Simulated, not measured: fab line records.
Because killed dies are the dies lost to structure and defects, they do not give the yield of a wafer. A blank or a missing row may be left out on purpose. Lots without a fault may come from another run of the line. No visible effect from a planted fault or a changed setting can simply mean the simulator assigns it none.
A lot that was struck, set against a sound lot | flow nand-harc | 26 out of 1302 route steps
Sound: wafers L283.2, L283.3, L283.6. Struck: wafers L288.1, L288.4, L288.5. The cause comes at the end.
Per side, at each step with rows, come the tool, then ch with its chambers, and then its first start. Under that, the readings that differ: sound wafers | struck wafers | difference of the means | sigmas: that difference in standard deviations of wafers without a fault.
alike: readings with means less than 2 such deviations apart, plus words and numbers identical on both sides. not compared: withheld readings, readings lacking a value on some wafer, bounds such as >300 that could conceal the same value, and numbers that have no deviation in the record and whose values overlap.
A row with sigmas, a row that says differs or no value, or rows on one side alone: a step with any of these is where the two part. Non-overlapping numbers with no deviation appear without sigmas and do not part them. A reading missing from all wafers of one side parts the sides only when that side holds two or more wafers.

first, 1 step without rows for these wafers: NHARC_A_WL_FILL_CVD_23 (deposits poly-Si, target thk 40 nm, time 800 s).
NHARC_A_WL_FILL_ETCHBACK_26: etches the open film in HBr, target depth 52 nm, time 13.3 s.
  sound on rie-si-05 ch 0,1,2, day 22 17:30; struck on rie-si-06 ch 0,2, day 24 23:48
  alike: drypump-motor-current-A, oes-product-au, throttle-valve-pct
  not compared: rf-hours-counter-h
then, 2 steps without rows for these wafers: NHARC_A_WL_FILL_PRECLEAN_30 (cleans in dHF, time 10 s); NHARC_A_WL_FILL_SRD_14.
NHARC_A_WL_FILL_ALD_19: deposits TiN, target thk 2 nm, pulse time 3 s, ald cycles 100.
  sound on ald-metal-04 ch 1,2, day 22 17:44; struck on ald-metal-02 ch 0,1,3, day 25 00:04
  alike: heater-power-outer-w, heater-power-w, precursor-pulse-height-rel
NHARC_A_WL_FILL_CVD_20: deposits W, target thk 100 nm, time 74 s.
  sound: cvd-w-02 ch 0,1; struck: cvd-w-01 ch 1
  alike: heater-power-outer-w, heater-power-w, throttle-valve-pct
NHARC_A_WL_FILL_CMP_12: polishes, t overpolish 30 s, target thk 100 nm.
  sound on cmp-04 ch 0,2, day 22 18:09; struck on cmp-02 ch 0,1,2, day 25 00:30
  alike: motor-current-A, overpolish-run-s, time-to-endpoint-s
then, 1 step without rows for these wafers: NHARC_A_WL_FILL_SRD_31.
NHARC_A_WL_FILL_INSPECT_15:
  sound on defect-inspect-02, day 22 18:37; struck on defect-inspect-01, day 25 00:58
  alike: raw-defect-count
NHARC_A_CONTACT_DEP_24: deposits SiO2, target thk 500 nm.
  sound on pecvd-02 ch 0,1,2, day 22 18:41; struck on pecvd-04 ch 0,1,2, day 25 01:06
  alike: heater-power-outer-w, heater-power-w, mfc-precursor-sccm, throttle-valve-pct
then, 12 steps without rows for these wafers: NHARC_A_CONTACT_DEP_28 (deposits aC, target thk 7000 nm); NHARC_A_CONTACT_DEP_29 (deposits SiON, target thk 100 nm); NHARC_A_CONTACT_DEHYDRATE_32 (time 120 s); NHARC_A_CONTACT_HMDS_33 (time 30 s); NHARC_A_CONTACT_COAT_34 (time 75 s); NHARC_A_CONTACT_COAT_35 (time 65 s); NHARC_A_CONTACT_COAT_36 (resist thk 90 nm); NHARC_A_CONTACT_SOFTBAKE_37 (time 55 s); NHARC_A_CONTACT_EBR_38; NHARC_A_CONTACT_EXPOSE_39 (exposes mask A CC 3); NHARC_A_CONTACT_PEB_40 (peb time 65 s); NHARC_A_CONTACT_DEVELOP_41 (develop time 35 s).
NHARC_A_CONTACT_CD_MEAS_42 targets a cd of 300 nm.
  sound on cd-sem-03 ch 0, day 23 00:11; struck on cd-sem-03 ch 0, day 25 06:38
  alike: cd-nm
NHARC_A_CONTACT_OVL_MEAS_43:
  sound on overlay-01, day 23 00:16; struck on overlay-02, day 25 06:43
  alike: overlay-x-nm, overlay-y-nm
NHARC_A_CONTACT_DESCUM_47: chemistry O2, time 3 s.
  sound on rie-diel-08 ch 0,1,2, day 23 00:22; struck on rie-diel-04 ch 1,3, day 25 09:13
  reading | sound | struck                                                                     | difference                   | sigmas
  hold    | - - - | await-dispo/2.2h/release await-dispo/2.2h/release await-dispo/2.2h/release | no value on the sound wafers |
  alike: drypump-motor-current-A, oes-product-au, rf-vpp-V, showerhead-plenum-p-Torr, throttle-valve-pct
  not compared: rf-hours-counter-h
-- record jumps: 4 days between struck wafers' starts before vs after; left off in module A_CONTACT, resumes in module END, first step shown is number 1302 of the route --
NHARC_END_SORT_01:
  only the struck wafers appear in the record here, on prober-01 ch 0 at day 29 03:43; the sound ones have no rows

WHERE THEY PART
Last at NHARC_END_SORT_01 as far as this record goes, first at NHARC_A_CONTACT_DESCUM_47.

WHY: what the simulator had put in
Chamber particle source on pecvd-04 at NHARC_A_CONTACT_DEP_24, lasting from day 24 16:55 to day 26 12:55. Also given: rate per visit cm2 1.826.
